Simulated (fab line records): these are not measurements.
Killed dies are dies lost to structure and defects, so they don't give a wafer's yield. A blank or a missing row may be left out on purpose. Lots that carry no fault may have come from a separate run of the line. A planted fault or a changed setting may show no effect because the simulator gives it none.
Which tool is to blame? :: flow nand_harc :: Sampling: 13 lots, 39 wafers, 4 of 1302 route steps

== WHAT THE GAUGES SHOWED, per wafer ==
The record holds no reading of a measuring or inspecting step that can be judged against a usual standard deviation.

== WHAT TOOL EACH LOT RAN ON (gives the tool, then ch and the chambers of the sampled wafers, and finally the start) ==
lot: L804
NHARC_A_STAIRCASE_ETCH_188: rie_diel-06 ch 2,3, day 15 22:55 or earlier
NHARC_A_STAIRCASE_ETCH_192: rie_diel-06 ch 1,3, day 15 22:55 or earlier
NHARC_A_STAIRCASE_TRIM_198: rie_diel-12 ch 0,1,2, day 15 22:55
NHARC_A_STAIRCASE_ETCH_201: rie_diel-12 ch 2,3, no start

lot: L805
NHARC_A_STAIRCASE_ETCH_188: rie_diel-10 ch 0,3, day 16 04:27 or earlier
NHARC_A_STAIRCASE_ETCH_192: rie_diel-10 ch 1,2,3, day 16 04:27 or earlier
NHARC_A_STAIRCASE_TRIM_198: rie_diel-12 ch 0,1, day 16 04:27
NHARC_A_STAIRCASE_ETCH_201: rie_diel-12 ch 1,2,3, no start

lot: L813
NHARC_A_STAIRCASE_ETCH_188: rie_diel-10 ch 0,1,3, day 19 15:20 or earlier
NHARC_A_STAIRCASE_ETCH_192: rie_diel-10 ch 0,2,3, day 19 15:20 or earlier
NHARC_A_STAIRCASE_TRIM_198: rie_diel-10 ch 0,2,3, day 19 15:20
NHARC_A_STAIRCASE_ETCH_201: rie_diel-10 ch 1,2,3, no start

lot: L818
NHARC_A_STAIRCASE_ETCH_188: rie_diel-12 ch 0,1,2, day 21 22:43 or earlier
NHARC_A_STAIRCASE_ETCH_192: rie_diel-12 ch 1,2,3, day 21 22:43 or earlier
NHARC_A_STAIRCASE_TRIM_198: rie_diel-12 ch 0,2,3, day 21 22:43
NHARC_A_STAIRCASE_ETCH_201: rie_diel-12 ch 0,2,3, no start

lot: L819
NHARC_A_STAIRCASE_ETCH_188: rie_diel-06 ch 0,1,3, day 22 03:56 or earlier
NHARC_A_STAIRCASE_ETCH_192: rie_diel-06 ch 0,1,3, day 22 03:56 or earlier
NHARC_A_STAIRCASE_TRIM_198: rie_diel-12 ch 0,1,2, day 22 03:56
NHARC_A_STAIRCASE_ETCH_201: rie_diel-12 ch 0,2,3, no start

lot: L821
NHARC_A_STAIRCASE_ETCH_188: rie_diel-12 ch 0,2, day 22 13:39 or earlier
NHARC_A_STAIRCASE_ETCH_192: rie_diel-12 ch 0,3, day 22 13:39 or earlier
NHARC_A_STAIRCASE_TRIM_198: rie_diel-12 ch 1,2, day 22 13:39
NHARC_A_STAIRCASE_ETCH_201: rie_diel-12 ch 0,3, no start

lot: L820
NHARC_A_STAIRCASE_ETCH_188: rie_diel-06 ch 0,1,3, day 22 18:41 or earlier
NHARC_A_STAIRCASE_ETCH_192: rie_diel-06 ch 0,1,3, day 22 18:41 or earlier
NHARC_A_STAIRCASE_TRIM_198: rie_diel-06 ch 0,2, day 22 18:41
NHARC_A_STAIRCASE_ETCH_201: rie_diel-06 ch 0,3, no start

lot: L822
NHARC_A_STAIRCASE_ETCH_188: rie_diel-12 ch 0,3, day 23 04:50 or earlier
NHARC_A_STAIRCASE_ETCH_192: rie_diel-12 ch 1,2,3, day 23 04:50 or earlier
NHARC_A_STAIRCASE_TRIM_198: rie_diel-12 ch 1,2, day 23 04:50
NHARC_A_STAIRCASE_ETCH_201: rie_diel-12 ch 0,3, no start

lot: L823
NHARC_A_STAIRCASE_ETCH_188: rie_diel-06 ch 0,1,3, day 23 05:50 or earlier
NHARC_A_STAIRCASE_ETCH_192: rie_diel-06 ch 0,2, day 23 05:50 or earlier
NHARC_A_STAIRCASE_TRIM_198: rie_diel-10 ch 0,2, day 23 05:50
NHARC_A_STAIRCASE_ETCH_201: rie_diel-10 ch 0,3, no start

lot: L824
NHARC_A_STAIRCASE_ETCH_188: rie_diel-10 ch 1,2,3, day 24 12:17 or earlier
NHARC_A_STAIRCASE_ETCH_192: rie_diel-10 ch 0,1,2, day 24 12:17 or earlier
NHARC_A_STAIRCASE_TRIM_198: rie_diel-10 ch 1,2, day 24 12:17
NHARC_A_STAIRCASE_ETCH_201: rie_diel-10 ch 0,1, no start

lot: L825
NHARC_A_STAIRCASE_ETCH_188: rie_diel-10 ch 0,1,3, day 24 12:56 or earlier
NHARC_A_STAIRCASE_ETCH_192: rie_diel-10 ch 0,1,3, day 24 12:56 or earlier
NHARC_A_STAIRCASE_TRIM_198: rie_diel-10 ch 0,1,3, day 24 12:56
NHARC_A_STAIRCASE_ETCH_201: rie_diel-10 ch 0,1,2, no start

lot: L826
NHARC_A_STAIRCASE_ETCH_188: rie_diel-06 ch 1,2, day 24 21:23 or earlier
NHARC_A_STAIRCASE_ETCH_192: rie_diel-06 ch 0,2,3, day 24 21:23 or earlier
NHARC_A_STAIRCASE_TRIM_198: rie_diel-12 ch 1,3, day 24 21:23
NHARC_A_STAIRCASE_ETCH_201: rie_diel-12 ch 1,2,3, no start

lot: L827
NHARC_A_STAIRCASE_ETCH_188: rie_diel-06 ch 1,2,3, day 25 12:19 or earlier
NHARC_A_STAIRCASE_ETCH_192: rie_diel-06 ch 0,1, day 25 12:19 or earlier
NHARC_A_STAIRCASE_TRIM_198: rie_diel-06 ch 0,2, day 25 12:19
NHARC_A_STAIRCASE_ETCH_201: rie_diel-06 ch 1,2, no start
- NHARC_A_STAIRCASE_ETCH_188: etches the open film in C4F8/O2, target depth 100 nm, time 40.5 s.
- NHARC_A_STAIRCASE_ETCH_192: etches the open film in C4F8/O2, target depth 100 nm, time 40.5 s.
- NHARC_A_STAIRCASE_TRIM_198: chemistry O2, time 211.2 s.
- NHARC_A_STAIRCASE_ETCH_201: etches the open film in C4F8/O2, target depth 100 nm, time 40.5 s.

== AS READ BY THE TOOLS THEMSELVES (means over the sampled wafers that have a number; for cases with no such wafer, the mark the record gives instead) ==
NHARC_A_STAIRCASE_ETCH_188. Usual: oes_product_au 0.947 a.u., standard deviation 0.013; rf_vpp_V 895 V, standard deviation 3.9.
lot: L804
tool: rie_diel-06
oes_product_au (a.u.): 0.964
rf_vpp_V (V): 896
flag: 

lot: L805
tool: rie_diel-10
oes_product_au (a.u.): 0.961
rf_vpp_V (V): 895
flag: 

lot: L813
tool: rie_diel-10
oes_product_au (a.u.): 0.965
rf_vpp_V (V): 892
flag: 

lot: L818
tool: rie_diel-12
oes_product_au (a.u.): 0.948
rf_vpp_V (V): 894
flag: 

lot: L819
tool: rie_diel-06
oes_product_au (a.u.): 0.942
rf_vpp_V (V): 892
flag: 

lot: L821
tool: rie_diel-12
oes_product_au (a.u.): 0.943
rf_vpp_V (V): 893
flag: 

lot: L820
tool: rie_diel-06
oes_product_au (a.u.): 0.937
rf_vpp_V (V): 893
flag: 

lot: L822
tool: rie_diel-12
oes_product_au (a.u.): 0.946
rf_vpp_V (V): 895
flag: 

lot: L823
tool: rie_diel-06
oes_product_au (a.u.): 0.957
rf_vpp_V (V): 893
flag: 

lot: L824
tool: rie_diel-10
oes_product_au (a.u.): 0.946
rf_vpp_V (V): 898
flag: 

lot: L825
tool: rie_diel-10
oes_product_au (a.u.): 0.926
rf_vpp_V (V): 893
flag: 

lot: L826
tool: rie_diel-06
oes_product_au (a.u.): 0.961
rf_vpp_V (V): 893
flag: 

lot: L827
tool: rie_diel-06
oes_product_au (a.u.): 0.955
rf_vpp_V (V): 892
flag: 

NHARC_A_STAIRCASE_ETCH_192. Usual: oes_product_au 0.945 a.u., standard deviation 0.011; rf_vpp_V 895 V, standard deviation 3.7.
lot: L804
tool: rie_diel-06
oes_product_au (a.u.): 0.963
rf_vpp_V (V): 891
flag: 

lot: L805
tool: rie_diel-10
oes_product_au (a.u.): 0.953
rf_vpp_V (V): 898
flag: 

lot: L813
tool: rie_diel-10
oes_product_au (a.u.): 0.946
rf_vpp_V (V): 896
flag: 

lot: L818
tool: rie_diel-12
oes_product_au (a.u.): 0.950
rf_vpp_V (V): 895
flag: 

lot: L819
tool: rie_diel-06
oes_product_au (a.u.): 0.952
rf_vpp_V (V): 892
flag: 

lot: L821
tool: rie_diel-12
oes_product_au (a.u.): 0.956
rf_vpp_V (V): 895
flag: 

lot: L820
tool: rie_diel-06
oes_product_au (a.u.): 0.951
rf_vpp_V (V): 894
flag: 

lot: L822
tool: rie_diel-12
oes_product_au (a.u.): 0.936
rf_vpp_V (V): 895
flag: 

lot: L823
tool: rie_diel-06
oes_product_au (a.u.): 0.943
rf_vpp_V (V): 897
flag: 

lot: L824
tool: rie_diel-10
oes_product_au (a.u.): 0.932
rf_vpp_V (V): 894
flag: 

lot: L825
tool: rie_diel-10
oes_product_au (a.u.): 0.955
rf_vpp_V (V): 892
flag: 

lot: L826
tool: rie_diel-06
oes_product_au (a.u.): 0.954
rf_vpp_V (V): 896
flag: 

lot: L827
tool: rie_diel-06
oes_product_au (a.u.): 0.938
rf_vpp_V (V): 894
flag: 

NHARC_A_STAIRCASE_TRIM_198. Usual: drypump_motor_current_A 5.7 A, standard deviation 0.51; oes_product_au 1.002 a.u., standard deviation 0.0094; rf_vpp_V 57.7 V, standard deviation 0.87; showerhead_plenum_p_Torr 3.50 Torr, standard deviation 0.1; throttle_valve_pct 17.036 %, standard deviation 0.01.
lot: L804
tool: rie_diel-12
drypump_motor_current_A (A): 5.9
oes_product_au (a.u.): 0.998
rf_vpp_V (V): 57.3
showerhead_plenum_p_Torr (Torr): 3.50
throttle_valve_pct (%): 17.035
flag: 

lot: L805
tool: rie_diel-12
drypump_motor_current_A (A): 6.0
oes_product_au (a.u.): 0.992
rf_vpp_V (V): 58.0
showerhead_plenum_p_Torr (Torr): 3.47
throttle_valve_pct (%): 17.027
flag: 

lot: L813
tool: rie_diel-10
drypump_motor_current_A (A): 5.5
oes_product_au (a.u.): 0.936
rf_vpp_V (V): 57.8
showerhead_plenum_p_Torr (Torr): 3.51
throttle_valve_pct (%): 17.036
flag: OFF

lot: L818
tool: rie_diel-12
drypump_motor_current_A (A): 6.0
oes_product_au (a.u.): 1.011
rf_vpp_V (V): 57.1
showerhead_plenum_p_Torr (Torr): 3.49
throttle_valve_pct (%): 17.046
flag: 

lot: L819
tool: rie_diel-12
drypump_motor_current_A (A): 5.9
oes_product_au (a.u.): 1.004
rf_vpp_V (V): 57.7
showerhead_plenum_p_Torr (Torr): 3.47
throttle_valve_pct (%): 17.040
flag: 

lot: L821
tool: rie_diel-12
drypump_motor_current_A (A): 5.9
oes_product_au (a.u.): 1.004
rf_vpp_V (V): 57.7
showerhead_plenum_p_Torr (Torr): 3.49
throttle_valve_pct (%): 17.036
flag: 

lot: L820
tool: rie_diel-06
drypump_motor_current_A (A): 5.2
oes_product_au (a.u.): 1.005
rf_vpp_V (V): 58.5
showerhead_plenum_p_Torr (Torr): 3.56
throttle_valve_pct (%): 17.037
flag: 

lot: L822
tool: rie_diel-12
drypump_motor_current_A (A): 5.8
oes_product_au (a.u.): 0.990
rf_vpp_V (V): 57.7
showerhead_plenum_p_Torr (Torr): 3.49
throttle_valve_pct (%): 17.041
flag: 

lot: L823
tool: rie_diel-10
drypump_motor_current_A (A): 5.8
oes_product_au (a.u.): 0.993
rf_vpp_V (V): 57.4
showerhead_plenum_p_Torr (Torr): 3.51
throttle_valve_pct (%): 17.033
flag: 

lot: L824
tool: rie_diel-10
drypump_motor_current_A (A): 6.3
oes_product_au (a.u.): 0.997
rf_vpp_V (V): 57.0
showerhead_plenum_p_Torr (Torr): 3.53
throttle_valve_pct (%): 17.034
flag: 

lot: L825
tool: rie_diel-10
drypump_motor_current_A (A): 5.7
oes_product_au (a.u.): 1.004
rf_vpp_V (V): 58.1
showerhead_plenum_p_Torr (Torr): 3.44
throttle_valve_pct (%): 17.031
flag: 

lot: L826
tool: rie_diel-12
drypump_motor_current_A (A): 6.0
oes_product_au (a.u.): 0.995
rf_vpp_V (V): 57.5
showerhead_plenum_p_Torr (Torr): 3.52
throttle_valve_pct (%): 17.036
flag: 

lot: L827
tool: rie_diel-06
drypump_motor_current_A (A): 5.2
oes_product_au (a.u.): 1.006
rf_vpp_V (V): 58.8
showerhead_plenum_p_Torr (Torr): 3.55
throttle_valve_pct (%): 17.031
flag: 

NHARC_A_STAIRCASE_ETCH_201. Usual: oes_product_au 0.946 a.u., standard deviation 0.01; rf_vpp_V 895 V, standard deviation 3.9.
lot: L804
tool: rie_diel-12
oes_product_au (a.u.): 0.948
rf_vpp_V (V): 898
flag: 

lot: L805
tool: rie_diel-12
oes_product_au (a.u.): 0.950
rf_vpp_V (V): 896
flag: 

lot: L813
tool: rie_diel-10
oes_product_au (a.u.): 0.934
rf_vpp_V (V): 899
flag: 

lot: L818
tool: rie_diel-12
oes_product_au (a.u.): 0.948
rf_vpp_V (V): 895
flag: 

lot: L819
tool: rie_diel-12
oes_product_au (a.u.): 0.951
rf_vpp_V (V): 895
flag: 

lot: L821
tool: rie_diel-12
oes_product_au (a.u.): 0.938
rf_vpp_V (V): 892
flag: 

lot: L820
tool: rie_diel-06
oes_product_au (a.u.): 0.952
rf_vpp_V (V): 894
flag: 

lot: L822
tool: rie_diel-12
oes_product_au (a.u.): 0.960
rf_vpp_V (V): 893
flag: 

lot: L823
tool: rie_diel-10
oes_product_au (a.u.): 0.954
rf_vpp_V (V): 895
flag: 

lot: L824
tool: rie_diel-10
oes_product_au (a.u.): 0.939
rf_vpp_V (V): 891
flag: 

lot: L825
tool: rie_diel-10
oes_product_au (a.u.): 0.940
rf_vpp_V (V): 892
flag: 

lot: L826
tool: rie_diel-12
oes_product_au (a.u.): 0.940
rf_vpp_V (V): 895
flag: 

lot: L827
tool: rie_diel-06
oes_product_au (a.u.): 0.940
rf_vpp_V (V): 891
flag: 

== THE ANSWER, worked out from the rows above alone ==
Rule: a lot counts as off when the mean over its wafers that have a number is more than 3 standard deviations away from the usual mean. Also off: a lot with no number at a reading for which 4 or more lots have one. Any other lot the step has rows for is counted as sound. Order of review: gauges by route order, followed by the tools' own readings, for which a lot's mean as printed above is used. At the first step where some lot is off, the reading lying furthest off is the one used; lots without a number count as furthest.
Off: L813, at NHARC_A_STAIRCASE_TRIM_198 (oes_product_au).
If a tool, at that step or one of the process steps before it, ran each lot that is off and ran no sound lot following the first of them, it fits. NHARC_A_STAIRCASE_ETCH_188: start missing for some lots; hours and lot order therefore follow NHARC_A_STAIRCASE_TRIM_198. NHARC_A_STAIRCASE_ETCH_192: start missing for some lots; hours and lot order therefore follow NHARC_A_STAIRCASE_TRIM_198. None of those tried fits.

== WHAT THE SIMULATOR PUT IN ==
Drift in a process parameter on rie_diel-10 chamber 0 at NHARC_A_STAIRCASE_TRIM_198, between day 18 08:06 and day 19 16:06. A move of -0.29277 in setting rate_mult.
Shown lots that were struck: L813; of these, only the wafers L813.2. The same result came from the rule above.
